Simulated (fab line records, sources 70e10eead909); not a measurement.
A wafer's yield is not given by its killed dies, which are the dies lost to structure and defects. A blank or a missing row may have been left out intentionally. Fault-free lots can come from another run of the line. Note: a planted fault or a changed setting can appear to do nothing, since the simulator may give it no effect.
Matching of chambers | flow nandHarc | 4 sister chambers for NHARC_A_STAIRCASE_ALD_415 on aldHk-03
The step deposits SiO2, target thk 30 nm, pulse time 6 s, ald cycles 300. 24 wafers are shown with their chamber, then 12 later ones without.

== EACH WAFER AND ITS CHAMBER ==
wafer  | chamber | heaterPowerW (W) | precursorPulseHeightRel
L075.1 | 0       | 420              | 0.993
L075.2 | 2       | 441              | 0.980
L075.5 | 0       | 416              | 1.010
L078.1 | 0       | 413              | 1.033
L078.3 | 1       | 416              | 0.987
L078.6 | 1       | 424              | 1.013
L078.2 | 3       | 531              | 1.011
L078.4 | 2       | 448              | 0.971
L078.5 | 0       | 422              | 0.992
L083.2 | 0       | 432              | 0.998
L083.3 | 3       | 535              | 1.027
L083.5 | 0       | 414              | 0.999
L082.4 | 3       | 528              | 1.002
L082.5 | 0       | 413              | 0.981
L082.6 | 1       | 427              | 0.998
L084.1 | 3       | 523              | 0.984
L084.2 | 1       | 427              | 1.010
L084.6 | 0       | 427              | 0.999
L087.4 | 2       | 442              | 0.999
L087.5 | 2       | 459              | 1.023
L087.6 | 3       | 535              | 0.978
L089.1 | 3       | 541              | 1.004
L089.2 | 0       | 412              | 0.997
L089.4 | 1       | 408              | 0.997

SIGNATURES (averages over the wafers above)
reading                 | chamber 0 | chamber 1 | chamber 2 | chamber 3 | scatter within a chamber
heaterPowerW            | 418.78    | 420.40    | 447.50    | 532.17    | 7.32
precursorPulseHeightRel | 1.00022   | 1.00100   | 0.99325   | 1.00100   | 0.0163
Rule: distance of a wafer from a chamber = root of the sum over the readings of ((wafer's reading minus chamber's mean) / reading's scatter) squared. The wafer belongs to the nearest chamber; if the next one is less than 2 further off, it can't be placed. The scatter is the square root of a quotient: the sum, over the shown wafers, of each reading's squared deviation from its chamber's mean, divided by wafers minus chambers.

== WAFERS WITHOUT THEIR CHAMBER ==
wafer  | heaterPowerW (W) | precursorPulseHeightRel
L096.1 | 517              | 0.989
L096.3 | 440              | 0.978
L096.5 | 520              | 1.006
L096.2 | 431              | 0.992
L096.4 | 403              | 0.997
L096.6 | 437              | 1.037
L095.2 | 504              | 1.015
L095.4 | 434              | 1.010
L095.5 | 420              | 1.003
L097.1 | 515              | 0.979
L097.3 | 435              | 0.990
L097.5 | 430              | 1.006

== THE CHAMBER EACH PASSED THROUGH ==
wafer  | from the rows above          | in truth
L096.1 | 3                            | 3
L096.3 | can't be placed: 2 or 1 or 0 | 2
L096.5 | 3                            | 3
L096.2 | can't be placed: 1 or 0 or 2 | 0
L096.4 | can't be placed: 0 or 1      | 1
L096.6 | can't be placed: 2 or 1 or 0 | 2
L095.2 | 3                            | 3
L095.4 | can't be placed: 1 or 2 or 0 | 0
L095.5 | can't be placed: 1 or 0      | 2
L097.1 | 3                            | 3
L097.3 | can't be placed: 2 or 1 or 0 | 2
L097.5 | can't be placed: 1 or 0 or 2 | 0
Placed correctly: 4 of 12. From these rows, 8 cannot be placed; in 7 the true chamber is one of the candidates. Wrongly placed: 0.
